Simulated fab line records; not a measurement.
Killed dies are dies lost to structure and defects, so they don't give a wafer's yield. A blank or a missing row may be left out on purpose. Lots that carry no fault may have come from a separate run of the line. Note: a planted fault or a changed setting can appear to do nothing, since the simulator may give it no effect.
Comparing a struck lot with a sound one + flow nand_harc + 15 steps out of a route of 1302
Sound: wafers L176.2, L176.3, L176.5. Struck: wafer L182.4 (left out: L182.3, L182.6 of the same lot, which were not struck); the cause appears at the end.
For every step that has rows: the tool of each side, followed by ch and its chambers, followed by its first start. Under that, the readings that differ: sound wafers + struck wafers + difference of the means + sigmas: that difference in standard deviations of wafers without a fault.
alike: readings with means less than 2 such deviations apart, plus words and numbers identical on both sides. not compared: withheld readings, readings lacking a value on some wafer, bounds such as >300 that could conceal the same value, and numbers that have no deviation in the record and whose values overlap.
A row with sigmas, a row that says differs or no value, or rows on one side alone: a step with any of these is where the two part. Numbers that don't overlap but have no deviation are shown without sigmas and don't part them. A reading that every wafer of one side lacks parts them only if that side has two wafers or more.

NHARC_P_CONTACT_DESCUM_17: chemistry O2, time 3 s.
  sound on rie_diel-11 ch 0,3, day 9 04:58; struck on rie_diel-10 ch 1, day 11 21:52
| reading               | sound             | struck | difference | sigmas |
|-----------------------|-------------------|--------|------------|--------|
| oes_product_au (a.u.) | 0.999 1.018 1.008 | 0.985  | -0.023     | -2     |
  alike: drypump_motor_current_A, rf_vpp_V, showerhead_plenum_p_Torr, throttle_valve_pct
  not compared: rf_hours_counter_h
then, 1 step without rows for these wafers: NHARC_P_CONTACT_ETCH_35 (etches the open film in CF4, target depth 39 nm, time 65 s).
NHARC_P_CONTACT_ETCH_36: etches the open film in N2/H2, target depth 260 nm, time 406.25 s.
  sound on rie_diel-11 ch 2,3; struck on rie_diel-10 ch 3
| reading                | sound                | struck | difference | sigmas |
|------------------------|----------------------|--------|------------|--------|
| throttle_valve_pct (%) | 14.156 14.158 14.166 | 14.183 | +0.023     | +2     |
  alike: drypump_motor_current_A, oes_product_au, rf_vpp_V, showerhead_plenum_p_Torr
  not compared: rf_hours_counter_h
then, 2 steps without rows for these wafers: NHARC_P_CONTACT_ETCH_18 (etches the open film in C4F8/O2/Ar, target depth 481 nm, time 240.5 s); NHARC_P_CONTACT_STRIP_37 (strips in C4F8/O2/Ar).
NHARC_P_CONTACT_ETCH_31: etches the open film in CH3F/O2, target depth 30 nm, time 85.7 s.
  sound on rie_diel-11 ch 0,2; struck on rie_diel-10 ch 3
| reading                     | sound       | struck | difference | sigmas |
|-----------------------------|-------------|--------|------------|--------|
| drypump_motor_current_A (A) | 6.5 5.7 6.5 | 5.2    | -1.0       | -2     |
  alike: oes_product_au, rf_vpp_V, showerhead_plenum_p_Torr, throttle_valve_pct
  not compared: rf_hours_counter_h
NHARC_P_CONTACT_CD_MEAS_19:
  struck on cd_sem-02, day 11 22:43; sound on cd_sem-03, day 9 05:59
  alike: cd_nm
then, 2 steps without rows for these wafers: NHARC_P_CONTACT_STRIP_28 (strips in O2); NHARC_P_CONTACT_STRIP_29 (strips in post etch residue remover, time 1200 s).
NHARC_P_CONTACT_DEGAS_38: time 60 s.
  struck on pvd_sputter-02, day 11 23:25; sound on pvd_sputter-01, day 9 06:46
  alike: heater_power_w
then, 2 steps without rows for these wafers: NHARC_P_CONTACT_PRE_CLEAN_39 (time 19.5 s); NHARC_P_CONTACT_PVD_32 (deposits Ti, target thk 5 nm, time 17.7 s).
NHARC_P_CONTACT_ALD_22: deposits TiN, target thk 3 nm, pulse time 1 s, ald cycles 150.
  sound on ald_metal-04 ch 0,2, day 9 07:01; struck on ald_metal-04 ch 0, day 11 23:41
| reading    | sound       | struck | difference | sigmas |
|------------|-------------|--------|------------|--------|
| ald_cycles | 150 150 150 | 65     | -85        |        |
  alike: heater_power_w, precursor_pulse_height_rel
NHARC_P_CONTACT_CVD_23: deposits W, target thk 200 nm, time 557 s.
  sound on cvd_w-01 ch 0,1; struck on cvd_w-01 ch 0
  alike: heater_power_w, throttle_valve_pct
-- break in the record here, with 19 days between the starts of the struck wafers on either side (left off in module P_CONTACT, picked up again in module END, where the first step shown is number 1302 on the route) --
NHARC_END_SORT_01:
  sound on prober-01 ch 0, day 27 06:43; struck on prober-02 ch 0, day 30 15:20
| reading             | sound    | struck                   | difference                   | sigmas      |
|---------------------|----------|--------------------------|------------------------------|-------------|
| hold                | - - -    | await_dispo/1.3h/release | no value on the sound wafers |             |
| killed_at_periphery | 3 3 1    | 625                      | +623                         | +99 or more |
| killed_dies         | 68 73 59 | 677                      | +610                         | +32         |
  alike: killed_at_array, killed_at_other, killed_open, killed_short

## WHERE THEY PART
Earliest at NHARC_P_CONTACT_DESCUM_17; latest, in this record, at NHARC_END_SORT_01.

WHY: what the simulator had put in
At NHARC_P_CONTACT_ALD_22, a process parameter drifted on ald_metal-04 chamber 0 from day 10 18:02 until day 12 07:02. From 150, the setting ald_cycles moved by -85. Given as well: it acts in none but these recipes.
